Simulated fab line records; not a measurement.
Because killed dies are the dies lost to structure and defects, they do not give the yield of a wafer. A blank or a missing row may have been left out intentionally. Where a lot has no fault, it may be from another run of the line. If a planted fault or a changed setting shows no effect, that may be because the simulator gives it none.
Matching of chambers ; flow n5 finfet ; N5_MOL_CONTACT_COAG_ETCH_59 on rie diel-05: 4 sister chambers
The step etches underlayer in N2/H2, target depth 13 nm, time 10.4 s. 4 wafers are shown with their chamber, then 8 later ones without.

== WAFERS, EACH WITH ITS CHAMBER ==
wafer;chamber;drypump motor current A (A)
L084.5;1;5.3
L087.1;2;5.3
L087.6;0;4.8
L092.2;3;6.4

== WAFERS MISSING THEIR CHAMBER ==
wafer;drypump motor current A (A)
L092.5;5.4
L092.6;5.3
L094.1;6.3
L094.4;5.3
L094.6;5.3
L095.1;6.3
L095.3;5.3
L095.4;5.3

== CHAMBER TAKEN BY EACH ==
wafer;from the rows above;in truth
L092.5;can't be placed: 1 or 2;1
L092.6;can't be placed: 1 or 2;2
L094.1;3;3
L094.4;can't be placed: 1 or 2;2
L094.6;can't be placed: 1 or 2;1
L095.1;3;3
L095.3;can't be placed: 1 or 2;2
L095.4;can't be placed: 1 or 2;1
Correct placement for 2 of the 8. Not placeable from these rows: 6 (in 6, the candidates include the true chamber). Number placed wrongly: 0.
How it was worked out, from the rows above alone: a wafer's distance from a chamber is the root of the sum, over the readings, of the square of ((its reading less the chamber's mean) divided by the reading's scatter). If the next closest chamber is less than 2 further off than the closest, the wafer can't be placed; otherwise it belongs to the closest. For every chamber, the mean is computed from those of its wafers that are shown. The scatter (one wafer shown for each chamber): square how far every hidden wafer sits from the nearest shown wafer, average those squares and take the square root.
